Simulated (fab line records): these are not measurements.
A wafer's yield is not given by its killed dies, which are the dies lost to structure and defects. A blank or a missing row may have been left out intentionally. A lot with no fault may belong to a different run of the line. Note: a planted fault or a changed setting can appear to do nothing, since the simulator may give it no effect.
Chamber matching ; flow n5Finfet ; cvdCo-01 running N5_BEOL_M5_CO_CAP_78: 3 sister chambers
The step material Co, precursor CCTBA/H2, target thk 2 nm, time 102.1 s. 30 wafers are shown with their chamber, then 12 later ones without.

WAFERS WITH THEIR CHAMBER
wafer;chamber;heaterPowerW (W)
L074.1;2;257
L074.2;0;232
L074.3;1;299
L074.4;0;244
L074.5;2;257
L074.6;1;293
L076.1;1;302
L076.2;0;237
L076.3;2;263
L076.4;2;261
L076.5;0;243
L076.6;1;295
L078.1;0;241
L078.3;1;292
L078.5;1;302
L080.3;2;257
L080.5;1;306
L080.6;0;239
L082.1;2;265
L082.2;0;240
L082.3;1;298
L082.4;2;264
L082.5;1;301
L082.6;0;238
L086.1;0;237
L086.3;1;295
L086.4;0;236
L091.2;0;241
L091.5;0;241
L091.6;1;287

SIGNATURES, as means of the wafers listed above
reading;chamber 0;chamber 1;chamber 2;scatter within a chamber
heaterPowerW;239.08;297.27;260.57;4.29
Rule: a wafer's distance from a chamber is the root of the sum, over the readings, of the square of ((its reading less the chamber's mean) divided by the reading's scatter). If the next closest chamber is less than 2 further off than the closest, the wafer can't be placed; otherwise it belongs to the closest. The scatter: take each reading less its chamber's mean, square it, sum over the shown wafers, divide by the number of wafers less the number of chambers, and take the root.

WAFERS WHOSE CHAMBER IS MISSING
wafer;heaterPowerW (W)
L092.1;261
L092.2;244
L092.5;266
L093.3;237
L093.4;262
L093.6;242
L095.1;245
L095.2;298
L095.3;256
L095.4;258
L095.5;241
L095.6;293

THE CHAMBER EACH PASSED THROUGH
wafer;from the rows above;in truth
L092.1;2;2
L092.2;0;0
L092.5;2;2
L093.3;0;0
L093.4;2;2
L093.6;0;0
L095.1;0;0
L095.2;1;1
L095.3;2;2
L095.4;2;2
L095.5;0;0
L095.6;1;1
12 of 12 placed correctly. Number that these rows cannot place: 0. Placed wrongly: 0.
